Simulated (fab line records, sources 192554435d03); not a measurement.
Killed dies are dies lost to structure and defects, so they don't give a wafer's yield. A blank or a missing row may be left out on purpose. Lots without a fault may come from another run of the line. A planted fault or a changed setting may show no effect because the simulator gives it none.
fab line records | flow n5_finfet
record lots=4 wafers=11 last_day=16
route steps=1938 shown BEOL_M2@872 BEOL_M4@1111 PASSIVATION@1936
lots that met no fault: from a run of the same line without faults
start_h: hours from the record's first day to the start of the lot's first wafer shown | wait_h: hours since the lot's step before | " the same as in the row above | L1.1+2: a row that stands for several wafers | - no value, or no start given | * or withheld: withheld | < > ~ a bound
route shown NAME@n: a module of which the file shows steps, and the number in the route of the first | usual: mean/standard deviation of fault-free wafers | same: alike in all rows | chamber/n: place in a boat | sites: the reading at each site | _std_site: their standard deviation | _edge_site: outer sites' mean less inner sites' | radius_mm: how far each site lies from the wafer's centre | mask NAME#n: copy n | behind: the tool/chamber that last shaped the wafer | hold: why the lot was held/for how many hours/how that ended | device: the transistor (n, p or np) that didn't switch | end of line: the same wafers' tests at the end of the route | a step without rows: its recipe alone | killed: dies lost to structure and defects at the first sort, not the wafer's yield | map: a wafer's dies, x killed, . not, _ none there
set.NAME: the setting as run; set.NAME@STEP: as run at that earlier step | model.NAME: the simulator's own value behind a step, which no gauge read
lots at some steps of the route; a table a step, a row a wafer
services: from which hour (start_h, from the record's first day; less than 0 if before it) a tool's chamber was out of use, for how many hours, and why
## steps
# step N5_BEOL_M2_SOFTBAKE_23
# recipe temp_c=110 time_s=60 resist=CAR-EUV
# step N5_BEOL_M2_EXPOSE_25
# recipe mask_id=V1 na=0.33 source_shape=quasar sigma_inner=0.2 sigma_outer=0.8 polarization=unpolarized defocus_nm=5 dose_mj=63
# step N5_BEOL_M2_PEB_26
# recipe peb_temp_c=100 peb_time_s=60 resist=CAR-EUV
# step N5_BEOL_M2_DEVELOP_27
# recipe develop_time_s=30 developer=TMAH resist=CAR-EUV rinse_liquid=surfactant_rinse dry=air_spin dev_temp_c=23
# step N5_BEOL_M2_DESCUM_33
# recipe chemistry=O2 time_s=7 source_power_w=50 bias_power_w=20 pressure_mtorr=20 rf_frequency_hz=2.712e+07 temp_c=40 resist=CAR-EUV o2_flow_sccm=225
# step N5_BEOL_M2_ETCH_77
# recipe chemistry=N2/H2 target=underlayer target_depth_a=65 mask_material=CAR-EUV time_s=5.2 ion_energy_ev=200 pressure_mtorr=30 source_w=840 bias_w=150 n2_flow_sccm=200 h2_flow_sccm=200 ends=cleared
# step N5_BEOL_M2_ETCH_69
# recipe chemistry=CF4 target=SiARC target_depth_a=156 mask_material=CAR-EUV time_s=26 ion_energy_ev=80 pressure_mtorr=40 source_w=545 bias_w=36 Ar_flow_sccm=100 cf4_flow_sccm=100 ends=cleared
# step N5_BEOL_M2_ALD_98
# recipe material=SiO2 target_thk_a=25 temp_c=100 ald_precursor_family=BDEAS ald_co_reactant=O2-plasma pulse_time_s=1 co_reactant_pulse_time_s=1 purge_time_s=2 co_reactant_purge_time_s=2 ald_cycles=17 pressure_torr=2
# step N5_BEOL_M2_ETCHBACK_99
# recipe chemistry=CHF3 target=SiO2 target_depth_a=50 time_s=10.4 source_w=215 bias_w=47 Ar_flow_sccm=200 CHF3_flow_sccm=12 ion_energy_ev=100 pressure_mtorr=30
# step N5_BEOL_M2_ETCH_70
# recipe chemistry=N2/H2 target=SOC target_depth_a=800 overetch_a=240 mask_material=SiARC temp_c=40 time_s=130 ion_energy_ev=200 pressure_mtorr=30 source_w=840 bias_w=150 n2_flow_sccm=200 h2_flow_sccm=200
# usual drypump_motor_current_A=5.7/0.4 oes_product_au=0.56/0.053 rf_vpp_V=523.7/2.9 showerhead_plenum_p_Torr=2.54/0.099 throttle_valve_pct=17.87/0.22
# columns lot.wafer tool chamber start_h wait_h drypump_motor_current_A oes_product_au rf_hours_counter_h rf_vpp_V showerhead_plenum_p_Torr throttle_valve_pct model.etch.depth_nm model.SiARC_of_BEOL_M2_COAT_68.thk_nm
L525.3 rie_diel-06 1 172.04 0.0 5.8 0.53 237 521.5 2.52 18.29 60.02 5.6
L525.4 " 3 " " 5.7 0.58 126 528.2 2.64 17.64 59.88 6
L525.5 " 0 " " 6.0 0.57 - 525.1 2.65 17.88 60.16 6.2
L535.2 rie_diel-01 0 224.74 0.0 5.5 0.58 98 524.6 2.56 17.61 60.01 6
L535.3 " 3 " " 5.3 0.52 235 522.6 2.52 17.87 59.68 5.8
L535.4 " 1 " " 6.1 0.52 212 523.2 2.53 18.17 59.6 6.2
L537.4 rie_diel-06 0 242.36 0.0 6.0 0.52 166 528.2 2.64 17.90 52.76 9
L537.5 " 2 " " 5.6 0.50 - 521.5 2.40 17.93 60.03 5.6
L539.3 rie_diel-06 0 246.76 0.0 6.0 0.56 168 527.4 2.64 17.91 59.93 6.2
L539.5 " 0 " " 6.0 0.56 - 527.1 2.64 17.91 60.12 6.2
L539.6 " 3 " " 5.8 0.54 - 525.5 2.63 17.68 54.54 8.8
# step N5_BEOL_M2_STRIP_71
# recipe chemistry=N2/H2 temp_c=40 n2_flow_sccm=200 h2_flow_sccm=200 rf_frequency_hz=6e+07
# step N5_BEOL_M2_STRIP_78
# recipe chemistry=N2/H2 temp_c=40 n2_flow_sccm=200 h2_flow_sccm=200 rf_frequency_hz=6e+07
# step N5_BEOL_M2_VIA_ETCH_34
# recipe chemistry=C4F6/O2 target_depth_a=694 mask_material=SOC pressure_mtorr=15 ion_energy_ev=250 taper_deg=4 time_s=65.9 source_w=350 bias_w=170 Ar_flow_sccm=300 C4F6_flow_sccm=10 O2_flow_sccm=10
# step N5_BEOL_M2_STRIP_83
# recipe chemistry=C4F6/O2 resist=SiARC rf_frequency_hz=6e+07
# step N5_BEOL_M2_STRIP_36
# recipe chemistry=N2/H2 power_w=450 temp_c=40 pressure_mtorr=20 rf_frequency_hz=6e+07 overash_fraction=0.3 bias_power_w=7 h2_frac=0.5 n2_flow_sccm=200 h2_flow_sccm=200
# step N5_BEOL_M2_TRENCH_ETCH_37
# recipe chemistry=C4F6/O2 target_depth_a=555.55 target=SiOC time_s=29.2 ion_energy_ev=250 pressure_mtorr=30 source_w=355 bias_w=185 Ar_flow_sccm=300 C4F6_flow_sccm=10 O2_flow_sccm=10
# step N5_BEOL_M2_ETCH_41
# recipe chemistry=CH3F/O2 target=SiCN target_depth_a=299 taper_deg=2 time_s=52.5 ion_energy_ev=120 mask_material=TiN pressure_mtorr=30 source_w=395 bias_w=75 Ar_flow_sccm=150 CH3F_flow_sccm=30 O2_flow_sccm=20
# step N5_BEOL_M2_STRIP_97
# recipe chemistry=N2/H2 time_s=10 power_w=450 temp_c=40 pressure_mtorr=20 rf_frequency_hz=6e+07 bias_power_w=7 n2_flow_sccm=200 h2_flow_sccm=200
# step N5_BEOL_M2_HM_STRIP_39
# recipe chemistry=peroxide_tin_strip material=TiN target_depth_a=250 temp_c=50 time_s=158
# step N5_BEOL_M2_SRD_40
# recipe time_s=30 temp_c=23 rinse_liquid=diw dry=ipa_marangoni
# step N5_BEOL_M2_PRECLEAN_42
# recipe chemistry=residue_remover time_s=60 temp_c=40
# step N5_BEOL_M2_SRD_43
# recipe time_s=30 temp_c=23 rinse_liquid=diw dry=ipa_marangoni
# step N5_BEOL_M2_DEGAS_44
# recipe ambient=vacuum temp_c=250 time_s=60
# step N5_BEOL_M2_PRE_CLEAN_45
# recipe gas=H2/He time_s=30 temp_c=250
# step N5_BEOL_M2_ALD_84
# recipe material=TaN target_thk_a=* temp_c=275 ald_precursor_family=PDMAT ald_co_reactant=NH3 pressure_torr=3 carrier_flow_sccm=1500 pulse_time_s=2 purge_time_s=3 co_reactant_purge_time_s=2 co_reactant_pulse_time_s=3 ald_cycles=30 precursor_vessel_temp_c=75 precursor_vessel_pressure_torr=26.25 precursor_vessel_carrier_sccm=1000
# step N5_BEOL_M2_SURFACE_TREAT_85
# recipe gas=Ar time_s=* ion_energy_ev=* ion_current_ma_cm2=0.5 pressure_mtorr=* ar_flow_sccm=30
# step N5_BEOL_M2_CVD_47
# recipe material=Co target_thk_a=30 temp_c=withheld precursor=CCTBA/H2 pressure_torr=30 time_s=223.8
# step N5_BEOL_M2_SPUTTER_48
# recipe material=Cu target_thk_a=45 temp_c=-20 chamber_pressure_pa=0.07 power_w=withheld time_s=8.29
# step N5_BEOL_M2_ANNEAL_49
# recipe temp_c=400 time_s=240 ambient=vacuum
# step N5_BEOL_M2_SPUTTER_79
# recipe material=Cu target_thk_a=45 temp_c=-20 chamber_pressure_pa=0.07 power_w=withheld time_s=8.29
# step N5_BEOL_M2_ANNEAL_80
# recipe temp_c=400 time_s=240 ambient=vacuum
# step N5_BEOL_M2_SPUTTER_81
# recipe material=Cu target_thk_a=45 temp_c=-20 chamber_pressure_pa=0.07 power_w=withheld time_s=8.29
# step N5_BEOL_M2_ANNEAL_82
# recipe temp_c=400 time_s=240 ambient=vacuum
# step N5_BEOL_M2_SPUTTER_86
# recipe material=Cu target_thk_a=45 temp_c=-20 chamber_pressure_pa=0.07 power_w=withheld time_s=8.29
# step N5_BEOL_M2_ANNEAL_87
# recipe temp_c=400 time_s=240 ambient=vacuum
# step N5_BEOL_M2_SPUTTER_88
# recipe material=Cu target_thk_a=45 temp_c=-20 chamber_pressure_pa=0.07 power_w=withheld time_s=8.29
# step N5_BEOL_M2_ANNEAL_89
# recipe temp_c=400 time_s=240 ambient=vacuum
# step N5_BEOL_M4_RC_MEAS_101
# usual DIBL_N=35.9/1.4 DIBL_P=35.9/1.7 IOFF_N=0.160/0.026 IOFF_P=0.21/0.036 ION_N=672/11 ION_P=461/8.1 SS_N=71.4/0.54 SS_P=73.2/0.67 VT_N=249.3/2.7 VT_P=-250/3.9
# columns lot.wafer tool chamber start_h wait_h DIBL_N[mV/V] DIBL_P[mV/V] IOFF_N[nA/um] IOFF_P[nA/um] ION_N[uA/um] ION_P[uA/um] SS_N[mV/dec] SS_P[mV/dec] VT_N[mV] VT_P[mV]
L525.3 prober-02 0 204.73 0.3 33.6 33.4 0.128 0.16 660 457 71.2 71.9 251.0 -257
L525.4 " 0 " " 37.0 38.6 0.193 0.24 695 470 71.4 74.5 245.2 -250
L525.5 " 0 " " 32.3 32.6 0.111 0.14 654 447 70.7 72.3 252.4 -256
L535.2 prober-01 0 254.57 0.2 38.7 38.9 0.234 0.30 702 480 72.1 74.8 240.6 -243
L535.3 " 0 " " 35.7 34.8 0.174 0.23 687 466 72.4 73.2 246.4 -248
L535.4 " 0 " " 36.8 36.1 0.193 0.24 682 464 71.8 74.2 244.8 -246
L537.5 prober-01 0 266.46 0.6 36.2 34.7 0.167 0.20 662 455 71.4 73.5 249.7 -250
L539.3 prober-01 0 276.71 0.3 33.5 34.0 0.117 0.17 658 454 71.0 71.9 252.2 -251
L539.5 " 0 " " 36.8 36.8 0.183 0.21 661 453 72.2 72.8 247.1 -247
# step N5_PASSIVATION_PROBE_49
# usual defect_limited_yield=90.9/1.5 killed_at_M0_to_M3=35/10 killed_at_M4_up=14/5.2 killed_at_contacts=13/7.3 killed_at_front_end=42/12 killed_at_other=3.4/2.5 killed_dies=108/18 killed_on_rim=14/4.2 killed_open=70/13 killed_short=35/8 sort_bin_5_function=5.4/1 sort_bin_6_memory=3.4/0.71 sort_n_pass=1072/18 sort_yield_pct=90.9/1.5
# same gross_dies=1180 killed_at_back_side=0 sort_bin_4_leakage[%]=0 sort_bin_8_speed[%]=0
# columns lot.wafer tool chamber start_h wait_h defect_limited_yield[%] killed_at_M0_to_M3 killed_at_M4_up killed_at_contacts killed_at_front_end killed_at_other killed_dies killed_on_rim killed_open killed_short sort_bin_5_function[%] sort_bin_6_memory[%] sort_n_pass sort_yield_pct[%]
L525.3 prober-01 - 304.09 0.1 91.9 30 9 13 38 6 96 15 65 31 4.7 3.2 1084 91.9
L525.4 prober-01 - 304.14 0.2 91.2 17 10 32 41 4 104 13 70 32 6.0 2.7 1076 91.2
L525.5 prober-01 - 304.19 0.2 90.9 29 10 21 43 4 107 12 65 39 5.1 3.4 1073 90.9
L535.2 prober-02 - 372.61 0.1 87.5 56 14 20 54 3 147 20 94 49 7.1 4.7 1033 87.5
L535.3 prober-02 - 372.66 0.1 90.6 31 15 12 51 2 111 12 62 48 5.5 3.1 1069 90.6
L535.4 prober-02 - 372.71 0.2 90.9 44 12 7 40 4 107 14 66 39 5.0 4.1 1073 90.9
L537.4 prober-02 - 376.72 0.2 5.9 1027 20 15 47 1 1110 144 88 45 89.7 4.2 70 5.9
L537.5 prober-02 - 376.77 0.2 90.7 47 21 19 22 1 110 16 70 39 5.1 4.1 1070 90.7
L539.3 prober-02 - 382.09 0.1 89.7 31 14 17 54 5 121 19 74 42 5.9 3.5 1059 89.7
L539.5 prober-02 - 382.19 0.2 90.8 23 10 10 63 3 109 20 60 37 5.7 2.5 1071 90.8
L539.6 prober-02 - 382.24 0.3 28.5 788 6 10 35 5 844 141 48 32 68.1 3.0 336 28.5
# killed by level:class
L525.3 MOL_CONTACT_COAG:geometric_particle:open=13 FIN_SAQP:geometric_particle:short=8 BEOL_M2:geometric_particle:open=8 FIN_SAQP:geometric_particle:open=5 STI_FIN_REVEAL:geometric_particle:open=5 BEOL_M0:geometric_particle:open=5 GATE_CUT:geometric_particle:short=4 BEOL_M0_SAQP:geometric_particle:open=4
L525.4 MOL_CONTACT_COAG:geometric_particle:open=26 FIN_SAQP:geometric_particle:short=12 FIN_SAQP:geometric_particle:open=12 MOL_CONTACT_COAG:geometric_particle:short=6 BEOL_M0_SAQP:geometric_particle:open=5 BEOL_M0_SAQP:geometric_particle:short=5 BEOL_M3:geometric_particle:open=4 BEOL_M7:geometric_particle:open=3
L525.5 MOL_CONTACT_COAG:geometric_particle:open=16 FIN_SAQP:geometric_particle:open=11 FIN_SAQP:geometric_particle:short=8 STI_FIN_REVEAL:geometric_particle:open=7 BEOL_M0:geometric_particle:open=7 BEOL_M0_SAQP:geometric_particle:short=5 MOL_CONTACT_COAG:geometric_particle:short=4 BEOL_M0_SAQP:geometric_particle:open=4
L535.2 MOL_CONTACT_COAG:geometric_particle:open=14 BEOL_M0_SAQP:geometric_particle:short=12 BEOL_M0_SAQP:geometric_particle:open=12 STI_FIN_REVEAL:geometric_particle:open=11 FIN_SAQP:geometric_particle:short=10 BEOL_M3:geometric_particle:open=10 BEOL_M2:geometric_particle:open=8 MOL_CONTACT_COAG:geometric_particle:short=6
L535.3 BEOL_M0_SAQP:geometric_particle:open=13 FIN_SAQP:geometric_particle:short=12 BEOL_M0_SAQP:geometric_particle:short=10 STI_FIN_REVEAL:geometric_particle:open=9 FIN_SAQP:geometric_particle:open=8 MOL_CONTACT_COAG:geometric_particle:open=7 BEOL_M4:geometric_particle:open=7 STARTING-WAFER:geometric_particle:short=5
L535.4 BEOL_M0_SAQP:geometric_particle:short=16 BEOL_M0_SAQP:geometric_particle:open=13 GATE_CUT:geometric_particle:open=9 FIN_SAQP:geometric_particle:short=6 GATE_CUT:geometric_particle:short=6 STI_FIN_REVEAL:geometric_particle:open=5 BEOL_M3:geometric_particle:open=5 FIN_SAQP:geometric_particle:open=4
L537.4 BEOL_M2:area_etch=975 BEOL_M0_SAQP:geometric_particle:short=18 STI_FIN_REVEAL:geometric_particle:open=17 BEOL_M0_SAQP:geometric_particle:open=14 MOL_CONTACT_COAG:geometric_particle:open=13 BEOL_M4:geometric_particle:open=8 FIN_SAQP:geometric_particle:short=7 FIN_SAQP:geometric_particle:open=7
L537.5 MOL_CONTACT_COAG:geometric_particle:open=17 BEOL_M0_SAQP:geometric_particle:short=16 BEOL_M4:geometric_particle:open=14 BEOL_M0_SAQP:geometric_particle:open=7 BEOL_M1:geometric_particle:open=6 BEOL_M1:geometric_particle:short=4 BEOL_M3:geometric_particle:short=4 BEOL_M3:geometric_particle:open=4
L539.3 STI_FIN_REVEAL:geometric_particle:open=15 MOL_CONTACT_COAG:geometric_particle:open=11 FIN_SAQP:geometric_particle:short=10 FIN_SAQP:geometric_particle:open=8 BEOL_M1:geometric_particle:open=8 GATE_CUT:geometric_particle:short=7 BEOL_M0_SAQP:geometric_particle:open=7 MOL_CONTACT_COAG:geometric_particle:short=6
L539.5 STI_FIN_REVEAL:geometric_particle:open=12 HKMG_FIN:area_etch=8 GATE_CUT:geometric_particle:open=6 MOL_CONTACT_COAG:geometric_particle:open=6 BEOL_M1:geometric_particle:short=6 DUMMY_GATE:geometric_particle:open=5 GATE_CUT:geometric_particle:short=5 ILD0:geometric_particle:open=4
L539.6 BEOL_M2:area_etch=761 MOL_CONTACT_COAG:geometric_particle:open=8 BEOL_M1:geometric_particle:open=7 BEOL_M1:geometric_particle:short=6 DUMMY_GATE:geometric_particle:open=5 GATE_CUT:geometric_particle:short=5 BEOL_M5:geometric_particle:open=4 STARTING-WAFER:geometric_particle:short=4
# map L537.4 (x killed, . not)
_________________xxxxx.xxxxxx________________
______________xxxxxxx.xxxxxxxxxx_____________
___________xxxxxxxxxxxxxxxxxxxxxxxx__________
__________xxxxxxxxxxxxxxxxxxxxxxxxxx_________
________.xxxxxxxxxxxxxxxx.xxxxxxxxxxxx_______
_______xxxxxxxxxxxxxxxxxxxxxxxxx.xxxxxx______
______xx.xxxxxxxxxxxxxxxxxxxxxxxxxxx.xxx_____
_____xxxxx.xxxxxxxxxxxxxxxxxxxxx.xxxx.xxx____
____xxxxxxx.xxxxxxxxxxxxxxxxxxxxxxxxxxxxxx___
___xxxxxxxxxx.xxxxxxxxxxxxxxxxxxxxxxxxxxxx.__
___xxxxxxxxxxxxxxxxxx.xxxxxxxxxxxxxxxxxxxxx__
__xxxxxxxxxxxxxxxxxxxxxxxxxxxxxxxxxxxxxxxxxx_
__xxxxxxxxx.xxxxxxxxxxxxxxxxxxxxxxxxxxxxx.xx_
_xxxxxxxx..xxxxxxxxxxxxxxxxxxxxxxxxxxxx.xxxxx
_xxxxxxxxxxxxxxxxxxxxxxxxxxxxxxxxxxxxxxxxxxxx
_xxx.xxxxxxxxxxxxxxxxxxxxxxxxxxxxxxxxxxxxxxxx
_xxxxx.xxxxxxxxxxxxxxxxxxxxxxxxxxx.xxxxxxxxxx
_.xxxxxxxx.xxxxxxxxxxxxxxxxxxxxxxxxxxxxxxxxxx
_xxxxxxxxxxxxxxxxxxxxxxxxxxxxxxxxxxxxxxxxxxxx
_xxxxxx.xxxxxxxxxxxxxxxxxxxxxxxxxxxxxxxxxxxxx
_xxxxx..xx.xx.xxxxxxxxxxxxx.xxxxxxxxx.xxxxxxx
__xxxxxxxxxxxxxxxxxxxxxxxxxx.xxxxxxxxxxxxxxx_
__xxxxxxxxxxxxxxxxxxxx.xxxxx.xxxxxxxxxx.xxxx_
___xxxxxxxxxxxxxxxxxxxxxxxxxxx.xxx.x.xx.xxx__
___xxxxxxxxxxxxxxxxxxxx.xxxxxxxxxxxxxx.xxxx__
____xxxxxxxxxxxx.xxxxx..xxxxxxxxxxxxxxxxxx___
_____xxxxxxxxxxxxxxxxx.x.xxxxxxxxxxxxxxxx____
______xxxxxxxxxxxxxxxx.x..xxxxxxxxxxxxxx_____
_______xxxxxxxxxxxxxxxxx....xxx.xx.x.xx______
________xxxxxxxxxxxxxxxxx.xx.xx.xxxxxx_______
__________xxxxxxx..xxxxxx.xxxx.xxxxx_________
___________xxxxxxxx.xxxxxx.xxx.xxxx__________
______________xxxxxxxxxxxxxxx..x_____________
_________________x.xxxxxxxxx.________________
# map L539.6 (x killed, . not)
_________________xxxxxxxxxxxx________________
______________xxxxxxxxxxxxxxxxxx_____________
___________xxxxxxxxxxxxxxxxxxxxxxxx__________
__________.xx.xxxxxxxxxxxxxxxxxxxxxx_________
________xxxxxxxxxxxxxxxxx.xxxxxxxxxxxx_______
_______xxxx.xxxxxxxx.x.xxxx.xxxxxxxxxx.______
______xxxxxxx..xxxx.xxx..x..xxxxxxxxxxxx_____
_____xxxx..xxx.xxxxx..xx.x.x.xx.xxxxxxxxx____
____xxx.xxxxxxxxxxxx....xx.xxxxxxxxxxxxxxx___
___xxxxxxxxxxxxx.x...x.x..x.xxx..x.xxxxxxxx__
___xxxxxxxx.xxx................x.x.xxxxxxxx__
__xxxxxxxxxxxx.xx....x.....x..xx.xx.xxxxxxxx_
__xxxxxxxxxxxx..xx.....x...x..xx.xxxxxxxxxxx_
_xxxxxxxxxxxxxx.x.xx......xx....x.xxxxxxxxxxx
_.xxxxxxxxxxxx.......xx....x.....x.xxxxxxxxxx
_xxxxxxxxxxxxx...x..x......xx..x.xxxxxxxxxxxx
_xxxxxxxxxxxxxx.x.x.xxxxxx....x.xx..x..xxxxxx
_xxxxxx.xxxxxx.....x..xxx.x.x..xx..xxx.xxxxxx
_xxxxxxxx...xx.x..x.x...x..x.x.xxx...x..xxxxx
_xxxxxxxxx.xx.x.....xx.xx..x.x...xxx.x.x.xxxx
_xxxxxx.xx.x.x.xx.x..xxxxxx.x.xxxxxxxxxxxxxxx
__xxx.x..x....x.xx..xx.xxxxxx.x.xxxx.x.xx.xx_
__x..xx..xx..x.x...x.x.x..xxxxx.x......xxx.x_
___xx..x.xx.xx.x........xx.x.x.x..xx..x.x.x__
___xxx.x.x...x.xxx.xxxx.xxxxx..xx...x..xxxx__
____x..xxx..x..x....x...xx.x..xxxxxxxx.xx.___
_____xxx.x.xxxx.x.x..x...xxxxx.xxxx.xxxxx____
______xx.xx.xx..xxxx..xx.xxxxxxxxxxxxxxx_____
_______x..x.x.x..x.x.xxx.xxxxxxxxxxxxxx______
________xx.xxxxxxx.xxx...xxxxxxxxxxxxx_______
__________xxxxxxxxx.xxxxx..xxxxxxxxx_________
___________xxxxxxxxxxxx.xxxxxxxxxxx__________
______________xxxxxxxxxxxx.xxxxx_____________
_________________xxx.xxxxxxx.________________
## services
# columns tool chamber start_h hours kind
rie_diel-06 3 159.99 6.8 repair
rie_diel-06 1 211.69 - clean
rie_diel-06 1 211.69 - consumable_replace:focus_ring
rie_diel-06 1 211.69 15.6 scheduled_down
rie_diel-06 1 211.69 15.6 vent_cycle
rie_diel-01 2 235.67 - clean
rie_diel-01 2 235.67 - consumable_replace:focus_ring
rie_diel-01 2 235.67 13.8 scheduled_down
rie_diel-01 2 235.67 13.8 vent_cycle
## key
first_sign step=N5_PASSIVATION_PROBE_49 reading=killed_at_M0_to_M3 direction=up sigmas=84 usual=35 struck=908
effect step=N5_PASSIVATION_PROBE_49 reading=sort_bin_5_function direction=up sigmas=74 usual=5.4 struck=78.9
model_effect step=N5_BEOL_M2_ETCH_70 value=etch.depth_nm without=60.05 struck=53.65
more_kills_born_at N5_BEOL_M2_ETCH_70@rie_diel-06=1736
met_at N5_BEOL_M2_ETCH_70
struck_wafers L537.4,L539.6
later_rows_left_out L537.4,L539.6
onset_between 172.04 242.36
fault kind=process_parameter_drift tool=rie_diel-06 chamber=- onset_h=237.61 steps=N5_BEOL_M2_ETCH_70 channel=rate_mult offset=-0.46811 shape=step end_h=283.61 scope=struck_wafers_only
# later_rows_left_out: the simulator's readings of these wafers behind a module that went badly wrong aren't trusted and aren't shown, but for the sort
